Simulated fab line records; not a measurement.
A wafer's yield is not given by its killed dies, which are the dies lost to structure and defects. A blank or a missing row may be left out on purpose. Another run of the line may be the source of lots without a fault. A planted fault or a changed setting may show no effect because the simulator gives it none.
The tool behind it: which one? -- flow nand-harc -- 14 lots with 42 wafers sampled at 4 steps, on a route of 1302 steps

WHAT THE GAUGES SHOWED, per wafer
The record holds no reading of a measuring or inspecting step that can be judged against a usual standard deviation.

WHAT TOOL EACH LOT RAN ON (gives the tool, then ch and the chambers of the sampled wafers, and finally the start)
lot,NHARC_A_STAIRCASE_ETCH_170,NHARC_A_STAIRCASE_DESCUM_11,NHARC_A_STAIRCASE_ETCH_25,NHARC_A_STAIRCASE_ETCH_27
L889,"rie-diel-02 ch 1,2,3, day 16 10:45 or earlier","rie-diel-03 ch 0,3, day 16 10:45","rie-diel-11 ch 0,1, day 16 12:31","rie-diel-11 ch 1,2, no start"
L891,"rie-diel-11 ch 1,2,3, day 17 04:09 or earlier","rie-diel-02 ch 1,2, day 17 04:09","rie-diel-02 ch 0,2,3, day 17 06:35","rie-diel-02 ch 0,2,3, no start"
L892,"rie-diel-11 ch 0,3, day 17 12:37 or earlier","rie-diel-03 ch 1,2, day 17 12:37","rie-diel-11 ch 0,2, day 17 15:27","rie-diel-11 ch 0,2,3, no start"
L893,"rie-diel-03 ch 0,3, day 17 12:58 or earlier","rie-diel-03 ch 1,2, day 17 12:58","rie-diel-11 ch 0,3, day 17 15:31","rie-diel-11 ch 1,2, no start"
L894,"rie-diel-02 ch 1,2,3, day 18 00:10 or earlier","rie-diel-11 ch 1,2,3, day 18 00:10","rie-diel-11 ch 0,1,2, day 18 01:57","rie-diel-11 ch 0,1,3, no start"
L896,"rie-diel-11 ch 0,2,3, day 19 11:36 or earlier","rie-diel-11 ch 2,3, day 19 11:36","rie-diel-11 ch 0,1,3, day 19 13:23","rie-diel-11 ch 0,2,3, no start"
L897,"rie-diel-11 ch 0,2,3, day 19 12:01 or earlier","rie-diel-02 ch 1,2,3, day 19 12:01","rie-diel-02 ch 1,2,3, day 19 13:47","rie-diel-02 ch 0,2,3, no start"
L899,"rie-diel-02 ch 2,3, day 20 08:43 or earlier","rie-diel-02 ch 0,1,2, day 20 08:43","rie-diel-11 ch 0,3, day 20 11:07","rie-diel-11 ch 0,1,2, no start"
L900,"rie-diel-11 ch 0,1,3, day 20 17:29 or earlier","rie-diel-02 ch 1,2,3, day 20 17:29","rie-diel-11 ch 0,3, day 20 19:18","rie-diel-11 ch 1,2, no start"
L901,"rie-diel-11 ch 2,3, day 20 17:48 or earlier","rie-diel-03 ch 0,1, day 20 17:48","rie-diel-03 ch 1,3, day 20 19:52","rie-diel-03 ch 0,1,3, no start"
L905,"rie-diel-03 ch 1,2,3, day 22 06:47 or earlier","rie-diel-03 ch 0,1,3, day 22 06:47","rie-diel-11 ch 0,1,3, day 22 08:42","rie-diel-11 ch 0,1, no start"
L906,"rie-diel-03 ch 1,3, day 23 06:35 or earlier","rie-diel-03 ch 1,2, day 23 06:35","rie-diel-11 ch 0,1,3, day 23 08:22","rie-diel-11 ch 0,1,3, no start"
L907,"rie-diel-03 ch 0,1,3, day 23 19:16 or earlier","rie-diel-02 ch 0,2,3, day 23 19:16","rie-diel-03 ch 1,2,3, day 23 21:10","rie-diel-03 ch 0,1,3, no start"
L911,"rie-diel-03 ch 1,2,3, day 25 06:26 or earlier","rie-diel-11 ch 1,2,3, day 25 06:26","rie-diel-02 ch 1,2, day 25 08:20","rie-diel-02 ch 0,1, no start"
- NHARC_A_STAIRCASE_ETCH_170: etches the open film in C4F6/O2, target depth 200 nm, time 66.667 s.
- NHARC_A_STAIRCASE_DESCUM_11: chemistry O2, time 3 s.
- NHARC_A_STAIRCASE_ETCH_25: etches the open film in C4F8/O2, target depth 100 nm, time 40.5 s.
- NHARC_A_STAIRCASE_ETCH_27: etches the open film in C4F8/O2, target depth 100 nm, time 40.5 s.

WHAT THE TOOLS THEMSELVES READ (means of the sampled wafers that have a number; where no wafer has one, the mark that the record gives instead)
NHARC_A_STAIRCASE_ETCH_170.
lot,tool,drypump-motor-current-A (A),o2-flow-sccm (sccm),oes-product-au (a.u.),rf-vpp-V (V),run-length-s (s),showerhead-plenum-p-Torr (Torr),throttle-valve-pct (%)
L889,rie-diel-02,5.7,20.02,0.973,548,88.3,4.04,26.903
L891,rie-diel-11,5.9,20.02,0.979,547,87.6,3.92,26.910
L892,rie-diel-11,6.3,19.96,0.994,551,87.8,4.12,26.914
L893,rie-diel-03,6.3,19.97,0.977,545,87.4,3.82,26.906
L894,rie-diel-02,5.7,19.94,0.973,549,88.0,4.03,26.902
L896,rie-diel-11,6.0,20.07,0.971,547,88.0,3.93,26.909
L897,rie-diel-11,6.0,20.02,0.974,547,88.2,3.93,26.907
L899,rie-diel-02,5.7,19.92,0.977,547,87.8,3.93,26.896
L900,rie-diel-11,5.9,19.98,0.973,548,87.8,3.99,26.897
L901,rie-diel-11,6.2,20.03,0.977,548,87.6,4.01,26.896
L905,rie-diel-03,6.3,19.99,0.977,546,87.8,3.91,26.901
L906,rie-diel-03,6.2,20.08,0.953,545,87.5,3.78,26.906
L907,rie-diel-03,6.2,19.99,0.955,544,87.9,3.76,26.905
L911,rie-diel-03,6.3,20.00,0.964,546,87.6,3.89,26.907

NHARC_A_STAIRCASE_DESCUM_11.
lot,tool,drypump-motor-current-A (A),o2-flow-sccm (sccm),oes-product-au (a.u.),rf-vpp-V (V),showerhead-plenum-p-Torr (Torr),throttle-valve-pct (%)
L889,rie-diel-03,6.2,200.6,1.001,57.7,1.86,11.303
L891,rie-diel-02,5.6,200.0,1.003,57.6,1.95,11.306
L892,rie-diel-03,6.5,199.7,1.003,58.0,1.98,11.308
L893,rie-diel-03,6.3,200.2,0.999,57.2,1.89,11.317
L894,rie-diel-11,5.8,199.6,0.998,58.6,1.91,11.298
L896,rie-diel-11,6.2,200.2,1.001,58.1,1.97,11.303
L897,rie-diel-02,5.7,200.0,0.992,58.0,1.97,11.311
L899,rie-diel-02,5.6,199.7,1.004,57.0,1.92,11.307
L900,rie-diel-02,5.7,200.6,0.988,58.1,1.96,11.320
L901,rie-diel-03,6.1,200.0,1.003,56.9,1.81,11.311
L905,rie-diel-03,6.2,199.7,1.001,56.9,1.83,11.318
L906,rie-diel-03,6.5,199.6,0.998,58.3,1.97,11.310
L907,rie-diel-02,5.7,199.8,0.990,57.3,1.93,11.313
L911,rie-diel-11,5.9,200.5,1.004,57.6,1.89,11.318

NHARC_A_STAIRCASE_ETCH_25.
lot,tool,oes-product-au (a.u.),rf-vpp-V (V),run-length-s (s)
L889,rie-diel-11,0.945,895,61.7
L891,rie-diel-02,0.924,898,61.6
L892,rie-diel-11,0.934,894,62.0
L893,rie-diel-11,0.938,900,62.0
L894,rie-diel-11,0.946,893,61.9
L896,rie-diel-11,0.926,898,61.7
L897,rie-diel-02,0.938,899,62.2
L899,rie-diel-11,0.942,902,61.9
L900,rie-diel-11,0.940,901,61.9
L901,rie-diel-03,0.930,892,61.5
L905,rie-diel-11,0.937,898,65.9
L906,rie-diel-11,0.950,898,66.0
L907,rie-diel-03,0.939,895,61.5
L911,rie-diel-02,0.948,895,61.7

NHARC_A_STAIRCASE_ETCH_27.
lot,tool,oes-product-au (a.u.),rf-vpp-V (V),run-length-s (s)
L889,rie-diel-11,0.950,892,61.5
L891,rie-diel-02,0.934,898,61.6
L892,rie-diel-11,0.942,896,61.7
L893,rie-diel-11,0.942,890,61.8
L894,rie-diel-11,0.950,898,62.1
L896,rie-diel-11,0.945,896,61.8
L897,rie-diel-02,0.937,898,61.5
L899,rie-diel-11,0.941,893,61.8
L900,rie-diel-11,0.943,889,61.4
L901,rie-diel-03,0.951,891,61.5
L905,rie-diel-11,0.941,894,61.4
L906,rie-diel-11,0.936,898,61.5
L907,rie-diel-03,0.944,890,61.5
L911,rie-diel-02,0.951,897,61.6

THE ANSWER, worked out from the rows above alone
Rule: what is usual is taken from the lots themselves. Put in order of their means at a reading, lots are off if they are a third of the lots or fewer, leave a main group of 4 or more, and stand apart from it by a gap of 3 or more times the standard deviation of the main group's means; of several such gaps the widest counts. A main group is skipped when, at the precision printed for the reading in the tables above, its means are all equal. A lot without any number at a reading at which 4 lots or more have one is off too. The other lots that the step has rows for count as sound. The gauges are gone through in route order, then the tools' own readings, and for those a lot's mean is taken as printed above. The first step at which some lot is off is used, and at that step the reading that is off furthest; a lot without a number counts as furthest.
Off: L905, L906 (NHARC_A_STAIRCASE_ETCH_25, run-length-s). For the main group the mean is 61.8 s and the standard deviation 0.21.
If a tool, at that step or one of the process steps before it, ran each lot that is off and ran no sound lot following the first of them, it fits. Because NHARC_A_STAIRCASE_ETCH_170 lacks a start for some lots, the hours and order of its lots are taken from NHARC_A_STAIRCASE_DESCUM_11. 2 tools fit, rie-diel-03 at NHARC_A_STAIRCASE_DESCUM_11 and rie-diel-11 at NHARC_A_STAIRCASE_ETCH_25, so this cannot tell which one it is.

WHAT THE SIMULATOR HAD PUT IN
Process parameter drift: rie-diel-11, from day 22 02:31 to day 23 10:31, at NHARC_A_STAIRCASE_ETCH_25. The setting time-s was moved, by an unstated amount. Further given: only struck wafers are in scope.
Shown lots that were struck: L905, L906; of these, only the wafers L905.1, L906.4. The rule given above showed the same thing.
